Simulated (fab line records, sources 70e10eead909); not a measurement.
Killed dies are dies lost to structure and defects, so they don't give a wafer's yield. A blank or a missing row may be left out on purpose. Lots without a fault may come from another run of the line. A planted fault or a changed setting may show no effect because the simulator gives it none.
Chamber matching | flow nand_harc | NHARC_THIN_TSV_CMP_01 on cmp-04: 4 sister chambers
The step polishes. 8 wafers are shown with their chamber, then 9 later ones without.

WAFERS WITH THEIR CHAMBER
wafer  | chamber | motor_current_A (A)
L470.3 | 0       | 12.1
L472.5 | 2       | 11.7
L476.1 | 0       | 12.1
L483.2 | 3       | 13.6
L483.5 | 3       | 12.5
L484.3 | 2       | 11.6
L484.4 | 1       | 13.1
L484.5 | 1       | 12.6

WAFERS WITHOUT THEIR CHAMBER
wafer  | motor_current_A (A)
L486.2 | 12.3
L486.3 | 12.0
L486.5 | 12.1
L489.3 | 12.5
L489.5 | 12.4
L489.6 | 12.1
L488.2 | 12.2
L488.3 | 12.3
L488.6 | 12.3

WHICH CHAMBER EACH WENT THROUGH
wafer  | from the rows above               | in truth
L486.2 | can't be placed: 0 or 1 or 2 or 3 | 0
L486.3 | can't be placed: 0 or 2 or 1      | 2
L486.5 | can't be placed: 0 or 2 or 1      | 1
L489.3 | can't be placed: 1 or 0 or 3 or 2 | 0
L489.5 | can't be placed: 0 or 1 or 3 or 2 | 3
L489.6 | can't be placed: 0 or 2 or 1      | 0
L488.2 | can't be placed: 0 or 2 or 1 or 3 | 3
L488.3 | can't be placed: 0 or 1 or 2 or 3 | 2
L488.6 | can't be placed: 0 or 1 or 2 or 3 | 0
Placed correctly: 0 of 9. Can't be placed from these rows: 9 (the true chamber is among the candidates in 9). Placed wrongly: 0.
How it was worked out, from the rows above alone: a wafer's distance from a chamber is the root of the sum, over the readings, of the square of ((its reading less the chamber's mean) divided by the reading's scatter). The wafer belongs to the nearest chamber; if the next one is less than 2 further off, it can't be placed. A chamber's mean is the mean of its shown wafers. The scatter: the root of (the sum of the squares of (reading less its chamber's mean) over the shown wafers, divided by (wafers less chambers)).
